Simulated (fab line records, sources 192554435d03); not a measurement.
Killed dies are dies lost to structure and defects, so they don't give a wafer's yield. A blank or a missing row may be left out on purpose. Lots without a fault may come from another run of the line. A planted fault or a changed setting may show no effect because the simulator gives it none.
A struck lot beside a sound one | flow n5_finfet | 16 steps out of a route of 1938
Sound: wafers L714.3, L714.5, L714.6. Struck: wafers L719.5, L719.6. The cause comes at the end.
At each step with rows: each side's tool, then ch and its chambers, then its first start. Under that, the readings that differ: sound wafers | struck wafers | difference of the means | sigmas: that difference in standard deviations of wafers without a fault.
alike: readings whose means differ by less than 2 such deviations, and words and numbers that are the same on both sides. not compared: withheld readings, readings that some wafer has no value for, bounds like >300 that may hide the same value, and numbers for which the record gives no deviation and whose values overlap.
The two part at a step that has a row with sigmas, a row that says differs or no value, or rows on one side only. Numbers that don't overlap but have no deviation are shown without sigmas and don't part them. A reading that every wafer of one side lacks parts them only if that side has two wafers or more.

N5_MOL_CONTACT_COAG_CD_MEAS_08: target cd 28 nm.
  sound on cd_sem-03 ch 0, day 8 11:19; struck on cd_sem-02 ch 0, day 9 14:30
  alike: cd_nm
N5_MOL_CONTACT_COAG_OVL_MEAS_09:
  sound on overlay-01 ch 0, day 8 11:21; struck on overlay-01 ch 0, day 9 14:33
  alike: CA_OVL
N5_MOL_CONTACT_COAG_INSPECT_10: inspects for defects (brightfield).
  sound on defect_inspect-02, day 8 11:24; struck on defect_inspect-02, day 9 14:35
  alike: raw_defect_count
N5_MOL_CONTACT_COAG_DESCUM_13: chemistry O2, time 7 s.
  sound on rie_diel-03 ch 1,2, day 8 11:27; struck on rie_diel-03 ch 0,1, day 9 14:43
  alike: bias_power_w, drypump_motor_current_A, oes_product_au, rf_vpp_V, showerhead_plenum_p_Torr, throttle_valve_pct
  not compared: rf_hours_counter_h
then, 1 step without rows for these wafers: N5_MOL_CONTACT_COAG_ETCH_59 (etches underlayer in N2/H2, target depth 13 nm, time 10.4 s).
N5_MOL_CONTACT_COAG_ETCH_105: etches SiARC in CF4, target depth 15.6 nm, time 26 s.
  sound on rie_diel-03 ch 1,2, day 8 11:32; struck on rie_diel-03 ch 0,1, day 9 14:46
  alike: drypump_motor_current_A, etch_rf_on_time_s, oes_product_au, rf_vpp_V, showerhead_plenum_p_Torr, throttle_valve_pct
  not compared: rf_hours_counter_h
then, 3 steps without rows for these wafers: N5_MOL_CONTACT_COAG_ETCH_106 (etches SOC in N2/H2, target depth 80 nm, overetch 16 nm, time 120 s); N5_MOL_CONTACT_COAG_STRIP_107 (strips in N2/H2); N5_MOL_CONTACT_COAG_STRIP_108 (strips in N2/H2).
N5_MOL_CONTACT_COAG_CONTACT_ETCH_14: etches SiO2 in C4F6/O2, target depth 27.5 nm, overetch 8.5 nm, time 20 s.
  sound on rie_diel-03 ch 1,2, day 8 11:43; struck on rie_diel-03 ch 0,1, day 9 14:54
  alike: drypump_motor_current_A, oes_o_777_au, oes_product_au, rf_vpp_V, showerhead_plenum_p_Torr, throttle_valve_pct
  not compared: rf_hours_counter_h
then, 1 step without rows for these wafers: N5_MOL_CONTACT_COAG_STRIP_109 (strips in C4F6/O2).
N5_MOL_CONTACT_COAG_ETCH_15: etches SiNx in CH3F/O2, stops on Si:P, target depth 7 nm.
  sound on rie_diel-03 ch 1,2, day 8 11:47; struck on rie_diel-03 ch 0,1, day 9 14:57
  alike: drypump_motor_current_A, oes_o_777_au, oes_product_au, rf_vpp_V, showerhead_plenum_p_Torr, throttle_valve_pct
  not compared: rf_hours_counter_h
N5_MOL_CONTACT_COAG_ETCH_110: etches Si in CF4/O2, target depth 2.5 nm, time 8 s.
  sound on rie_diel-03 ch 1,2, day 8 11:52; struck on rie_diel-03 ch 0,1, day 9 15:01
  reading                                  | sound             | struck      | difference | sigmas
  model.etch.depth_nm (nm)                 | 2.517 2.517 2.558 | 1.713 1.728 | -0.810     |
  model.MOL_CONTACT_COAG.cd_offset_nm (nm) | 0.2 0.4 0.6       | -0.6 0      | -0.7       |
  alike: drypump_motor_current_A, oes_o_777_au, oes_product_au, rf_vpp_V, showerhead_plenum_p_Torr, throttle_valve_pct
  not compared: rf_hours_counter_h, model.SOC_of_MOL_CONTACT_COAG_COAT_103.thk_nm
N5_MOL_CONTACT_COAG_STRIP_98: strips in N2/H2.
  sound on rie_diel-03 ch 1,2, day 8 11:56; struck on rie_diel-03 ch 0,1, day 9 15:03
  alike: bias_power_w, drypump_motor_current_A, oes_product_au, rf_vpp_V, showerhead_plenum_p_Torr, throttle_valve_pct
  not compared: rf_hours_counter_h
-- the record jumps here: 4 days lie between the struck wafers' starts before and after (it left off in module MOL_CONTACT_COAG and takes up again in module BEOL_M4, whose first step shown is number 1111 of the route) --
N5_BEOL_M4_RC_MEAS_101:
  sound on prober-02 ch 0, day 12 02:38; struck on prober-01 ch 0, day 13 16:48
  reading       | sound          | struck    | difference | sigmas
  DIBL_P (mV/V) | 35.8 35.1 35.0 | 38.7 38.6 | +3.4       | +2
  ION_P (uA/um) | 450 454 461    | 469 472   | +16        | +2
  alike: DIBL_N, IOFF_N, IOFF_P, ION_N, SS_N, SS_P, VT_N, VT_P
N5_PASSIVATION_PROBE_49:
  the record has rows for the sound wafers here (prober-02, day 16 09:06) and none for the struck ones

WHERE THEY PART
First at N5_BEOL_M4_RC_MEAS_101; last, within this record, at N5_PASSIVATION_PROBE_49.

WHY: what the simulator had put in
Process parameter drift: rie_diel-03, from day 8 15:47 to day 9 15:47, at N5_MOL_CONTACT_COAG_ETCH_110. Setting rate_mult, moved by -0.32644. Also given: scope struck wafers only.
